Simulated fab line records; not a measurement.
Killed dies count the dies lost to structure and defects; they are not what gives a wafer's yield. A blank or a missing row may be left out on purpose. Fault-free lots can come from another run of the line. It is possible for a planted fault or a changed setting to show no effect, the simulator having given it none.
A lot that was struck, set against a sound lot ; flow n5_finfet ; 16 steps out of a route of 1938
Sound: wafers L353.3, L353.4, L353.6. Wafers struck: L351.1, L351.4, L351.5. Last of all comes the cause.
At each step with rows: each side's tool, then ch and its chambers, then its first start. Under that, the readings that differ: sound wafers ; struck wafers ; difference of the means ; sigmas: that difference in standard deviations of wafers without a fault.
alike: words and numbers the same on both sides, and readings whose means are apart by under 2 such deviations; not compared: readings that were withheld, readings missing a value for some wafer, numbers with overlapping values and no deviation given by the record, and bounds like >300 which may hide the same value.
The two part at a step that has a row with sigmas, a row that says differs or no value, or rows on one side only. Non-overlapping numbers with no deviation appear without sigmas and do not part them. A reading that every wafer of one side lacks parts them only if that side has two wafers or more.

N5_HKMG_FIN_ETCH_35: etches SOC in N2/H2, target depth 215.8 nm, time 243.4 s.
  sound on rie_diel-01 ch 0,3, day 7 10:42; struck on rie_diel-01 ch 1,2,3, day 6 22:38
  alike: chamber_pressure_mTorr, drypump_motor_current_A, h2_flow_sccm, oes_product_au, rf_fwd_power_W, rf_vpp_V, showerhead_plenum_p_Torr, throttle_valve_pct
  not compared: rf_hours_counter_h
N5_HKMG_FIN_STRIP_92: strips SOC in N2/H2, time 20 s.
  sound on rie_diel-01 ch 0,3, day 7 10:51; struck on rie_diel-01 ch 1,2,3, day 6 22:47
  alike: chamber_pressure_mTorr, drypump_motor_current_A, h2_flow_sccm, oes_product_au, rf_fwd_power_W, rf_vpp_V, showerhead_plenum_p_Torr, throttle_valve_pct
  not compared: rf_hours_counter_h
then, 4 steps without rows for these wafers: N5_HKMG_FIN_WET_ETCH_18 (etches TiN in SC1, time 55 s, target depth 5.2 nm, rinse time 30 s); N5_HKMG_FIN_STRIP_19 (strips in N2/H2, time 360 s); N5_HKMG_FIN_ALD_91 (deposits TiN, target thk 1 nm, pulse time 1 s, purge time 3 s); N5_HKMG_FIN_COAT_85 (time 60 s, resist thk 300 nm).
N5_HKMG_FIN_ETCH_86: etches SOC in N2/H2, stops on TiN, target depth 393.2 nm.
  sound on rie_diel-06 ch 2,3, day 7 11:43; struck on rie_diel-02 ch 0,2, day 6 23:40
  alike: chamber_pressure_mTorr, drypump_motor_current_A, h2_flow_sccm, oes_product_au, rf_fwd_power_W, rf_vpp_V, showerhead_plenum_p_Torr, throttle_valve_pct
  not compared: rf_hours_counter_h
then, 3 steps without rows for these wafers: N5_HKMG_FIN_STRIP_89 (strips SOC in N2/H2, time 20 s); N5_HKMG_FIN_WET_ETCH_87 (etches TiN in SC1, time 154.2 s, target depth 4.7 nm, rinse time 30 s); N5_HKMG_FIN_STRIP_88 (strips in N2/H2, time 360 s).
N5_HKMG_FIN_NWFM_ALD_20: deposits TiAlC, target thk 2 nm, pulse time 3 s, purge time 2 s.
  sound on ald_metal-03 ch 0,1, day 7 12:21; struck on ald_metal-01 ch 0,1, day 7 00:18
reading;sound;struck;difference;sigmas
heater_power_w (W);519 522 524;378 366 471;-117;-3
  alike: precursor_pulse_height_rel
N5_HKMG_FIN_ALD_71: deposits TiN, target thk 1 nm, pulse time 1 s, purge time 3 s.
  sound on ald_metal-03 ch 0,1, day 7 12:27; struck on ald_metal-01 ch 0,1, day 7 00:24
reading;sound;struck;difference;sigmas
heater_power_w (W);926 911 909;675 680 837;-185;-3
  alike: precursor_pulse_height_rel
N5_HKMG_FIN_COAT_66: time 60 s, resist thk 300 nm.
  sound on litho_track-02 ch 0, day 7 12:44; struck on litho_track-01 ch 0, day 7 00:40
reading;sound;struck;difference;sigmas
spin_speed_rpm (rpm);1498.0 1499.8 1499.2;1607.6 1608.2 1607.7;+108.8;+99
model.SOC_of_HKMG_FIN_COAT_66.thk_nm (nm);300.8 300.4 300.4;290.4 290.4 289.4;-10.5;
then, 1 step without rows for these wafers: N5_HKMG_FIN_ETCH_67 (etches SOC in N2/H2, stops on TiN, target depth 388.9 nm).
-- a jump in the record: the struck wafers' starts before and after are 4 days apart (it breaks off in module HKMG_FIN and resumes in module BEOL_M4, where the first step shown is number 1111 of the route) --
N5_BEOL_M4_RC_MEAS_101:
  sound on prober-02 ch 0, day 11 02:26; struck on prober-01 ch 0, day 10 21:14
  alike: DIBL_N, DIBL_P, IOFF_N, IOFF_P, ION_N, ION_P, SS_N, SS_P, VT_N, VT_P
N5_PASSIVATION_PROBE_49:
  the record holds rows for the sound wafers here (prober-02, day 15 06:01) but none for the struck ones

== WHERE THEY PART ==
Last at N5_PASSIVATION_PROBE_49 as far as this record goes, first at N5_HKMG_FIN_NWFM_ALD_20.

WHY: what the simulator had put in
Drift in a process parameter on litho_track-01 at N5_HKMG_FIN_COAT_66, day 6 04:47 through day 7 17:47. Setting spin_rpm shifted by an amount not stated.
